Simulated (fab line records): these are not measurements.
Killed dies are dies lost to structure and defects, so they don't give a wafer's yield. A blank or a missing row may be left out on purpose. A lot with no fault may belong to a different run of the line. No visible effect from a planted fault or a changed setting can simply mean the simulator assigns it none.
A lot that was struck, set against a sound lot || flow nand harc || 20 out of 1159 route steps
Sound: wafers L791.2, L791.3, L791.4. Wafers L802.3, L802.4, L802.6 were the ones struck. Last of all comes the cause.
Per side, at each step with rows, come the tool, then ch with its chambers, and then its first start. Under that, the readings that differ: sound wafers || struck wafers || difference of the means || sigmas: that difference in standard deviations of wafers without a fault.
alike: a reading whose means differ by less than 2 such deviations, as well as words and numbers matching on both sides. not compared: withheld readings; readings where some wafer has no value; bounds like >300 that might hide an equal value; numbers whose values overlap and for which the record gives no deviation.
The two part at a step that has a row with sigmas, a row that says differs or no value, or rows on one side only. Numbers that don't overlap but have no deviation are shown without sigmas and don't part them. Lack of a reading on every wafer of one side parts them only where that side has two or more wafers.

NHARC_P_ZERO_WELL_CD_MEAS_37: target cd 720 nm.
  sound on cd sem-03 ch 0, day 2 16:22; struck on cd sem-02 ch 0, day 5 10:08
  alike: cd nm
then, 1 step without rows for these wafers: NHARC_P_ZERO_WELL_HARDBAKE_38 (time 80 s).
NHARC_P_ZERO_WELL_DESCUM_39: chemistry O2, time 3 s.
  sound on rie diel-04 ch 1,2,3, day 2 16:32; struck on rie diel-04 ch 0,1, day 5 10:17
  alike: drypump motor current A, oes product au, rf vpp V, showerhead plenum p Torr, throttle valve pct
  not compared: rf hours counter h
then, 9 steps without rows for these wafers: NHARC_P_ZERO_WELL_IMPLANT_40; NHARC_P_ZERO_WELL_IMPLANT_59; NHARC_P_ZERO_WELL_IMPLANT_60; NHARC_P_ZERO_WELL_STRIP_41 (strips in SPM, time 840 s); NHARC_P_ZERO_WELL_DEHYDRATE_44 (time 120 s); NHARC_P_ZERO_WELL_HMDS_45 (time 30 s); NHARC_P_ZERO_WELL_COAT_46; NHARC_P_ZERO_WELL_SOFTBAKE_47 (time 95 s); NHARC_P_ZERO_WELL_EBR_48.
NHARC_P_ZERO_WELL_EXPOSE_49: exposes mask P HVPW, target cd 2000 nm.
  sound on krf scanner-03 ch 0, day 2 17:51; struck on krf scanner-02 ch 0, day 5 11:39
{"reading": "mask", "sound": "P_HVPW#0 P_HVPW#0 P_HVPW#0", "struck": "P_HVPW_R1#0 P_HVPW_R1#0 P_HVPW_R1#0", "difference": "differs", "sigmas": ""}
then, 2 steps without rows for these wafers: NHARC_P_ZERO_WELL_PEB_50 (peb time 85 s); NHARC_P_ZERO_WELL_DEVELOP_51 (time 70 s).
NHARC_P_ZERO_WELL_CD_MEAS_52: target cd 2000 nm.
  sound on cd sem-02 ch 0, day 2 18:00; struck on cd sem-03 ch 0, day 5 11:48
{"reading": "cd nm (nm)", "sound": "2000.2 2001.4 2000.6", "struck": "1804.0 1805.4 1804.4", "difference": -196.1, "sigmas": "-99 or more"}
then, 1 step without rows for these wafers: NHARC_P_ZERO_WELL_HARDBAKE_53 (time 80 s).
NHARC_P_ZERO_WELL_DESCUM_54: chemistry O2, time 3 s.
  sound on rie diel-07 ch 1,2,3, day 2 18:11; struck on rie diel-04 ch 0,2,3, day 5 11:59
{"reading": "model.P_ZERO_WELL.cd nm (nm)", "sound": "2000 2001 2002", "struck": "1805 1806 1804", "difference": -196, "sigmas": ""}
  alike: drypump motor current A, oes product au, rf vpp V, showerhead plenum p Torr, throttle valve pct
  not compared: rf hours counter h
after that, 1 step had no rows for these wafers: NHARC_P_ZERO_WELL_IMPLANT_55.
-- jump in the record: it breaks off in module P_ZERO_WELL and resumes in module END (first step shown: number 1159 of the route), and 18 days separate the struck wafers' starts before and after --
NHARC_END_SORT_01:
  sound on prober-02 ch 0, day 19 22:32; struck on prober-02 ch 0, day 23 11:15
{"reading": "killed at periphery", "sound": "2 2 0", "struck": "5 12 3", "difference": "+5", "sigmas": "+2"}
  alike: killed at array, killed at other, killed dies, killed open, killed short

## WHERE THEY PART
First at NHARC_P_ZERO_WELL_EXPOSE_49; last, within this record, at NHARC_END_SORT_01.

WHY: what the simulator had put in
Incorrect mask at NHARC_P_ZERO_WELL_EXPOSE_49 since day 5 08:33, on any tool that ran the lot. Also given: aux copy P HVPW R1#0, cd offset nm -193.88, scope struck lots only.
